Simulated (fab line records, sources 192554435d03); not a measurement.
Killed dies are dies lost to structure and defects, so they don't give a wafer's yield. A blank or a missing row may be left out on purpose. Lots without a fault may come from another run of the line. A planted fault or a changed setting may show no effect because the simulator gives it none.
One fault seen from 2 desks | flow n5_finfet | each desk has only its own numbers; what lay behind them comes last

THE TOOL OWNER'S DESK: litho_track-02
The tool's own readings at N5_BEOL_M1_COAT_73 (time 60 s, resist thk 5 nm): means of the sampled wafers that have a number, for each lot that ran on this tool. A lot is out of limits, marked OUT, if its mean lies more than 4 standard deviations from the usual mean; the brackets give that distance.
Columns: A = exhaust_pa at N5_BEOL_M1_COAT_73, usual 45.1 Pa; B = heater_power_total_W at N5_BEOL_M1_COAT_73, usual 391.8 W; C = plate_temp_C at N5_BEOL_M1_COAT_73, usual 204.97 C
lot  | first seen here | A    | B                | C
L907 | day 7 01:47     | 44.7 | 390.9            | 205.09
L910 | day 7 19:48     | 45.7 | 391.6            | 204.97
L912 | day 8 08:38     | 45.0 | 402.4 (+7.6) OUT | 209.44 (+30) OUT
L913 | day 8 14:44     | 44.1 | 402.2 (+7.4) OUT | 209.32 (+29) OUT
L914 | day 9 01:59     | 44.6 | 401.6 (+7.0) OUT | 209.50 (+30) OUT
This desk's finding: out of limits on L912, L913, L914; first on L912, day 8 08:38 (heater_power_total_W at N5_BEOL_M1_COAT_73). In limits: L907, L910.

THE METROLOGY DESK
What the gauges read, lot by lot, whatever tool the lot ran on: means of the sampled wafers that have a number. A lot is out of limits, marked OUT, if its mean lies more than 4 standard deviations from the usual mean; the brackets give that distance. Of its 10 readings 7 are shown: those that lie furthest out on some lot.
Columns: A = DIBL_P at N5_BEOL_M4_RC_MEAS_101, usual 37.4 mV/V; B = ION_N at N5_BEOL_M4_RC_MEAS_101, usual 683 uA/um; C = ION_P at N5_BEOL_M4_RC_MEAS_101, usual 467 uA/um; D = SS_N at N5_BEOL_M4_RC_MEAS_101, usual 71.7 mV/dec; E = SS_P at N5_BEOL_M4_RC_MEAS_101, usual 73.5 mV/dec; F = VT_N at N5_BEOL_M4_RC_MEAS_101, usual 249 mV; G = VT_P at N5_BEOL_M4_RC_MEAS_101, usual -250 mV
lot  | first seen here | A    | B   | C   | D    | E    | F   | G
L907 | day 8 22:30     | 33.9 | 665 | 452 | 71.3 | 72.4 | 253 | -255
L908 | day 9 03:58     | 39.3 | 681 | 473 | 71.9 | 74.2 | 251 | -250
L909 | day 9 09:02     | 36.6 | 680 | 470 | 71.7 | 73.3 | 248 | -247
L910 | day 9 10:56     | 35.5 | 684 | 478 | 70.6 | 72.9 | 249 | -249
L912 | day 10 00:06    | 37.9 | 692 | 479 | 72.1 | 73.8 | 246 | -246
L913 | day 10 08:22    | 37.5 | 687 | 458 | 72.0 | 73.5 | 250 | -255
L914 | day 10 11:44    | 37.7 | 682 | 462 | 71.9 | 72.8 | 248 | -251
L917 | day 11 11:25    | 40.0 | 697 | 476 | 72.4 | 73.9 | 243 | -246
L918 | day 11 11:47    | 36.0 | 667 | 457 | 71.9 | 73.0 | 250 | -250
L920 | day 11 20:03    | 36.0 | 662 | 461 | 70.8 | 73.1 | 256 | -251
L926 | day 13 12:54    | 38.7 | 689 | 465 | 71.9 | 73.4 | 246 | -251
This desk's finding: nothing out of limits on any of the 11 lots.

PUT TOGETHER
The tool owner's desk could have raised an alarm at day 8 08:38, on L912, L913, L914.
The metrology desk saw nothing out of limits.
The metrology desk has L912, L913, L914 on record, within its limits.
Of the lots named, all ran N5_BEOL_M1_COAT_73 on litho_track-02.

WHAT THE SIMULATOR HAD PUT IN
Process parameter drift: litho_track-02, from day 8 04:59 on, at N5_BEOL_M1_COAT_73. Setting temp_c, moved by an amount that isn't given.
Lots struck among those shown: L912, L913, L914.
Hours from the fault's start to each desk's first reading out of limits: the tool owner's desk, 4.
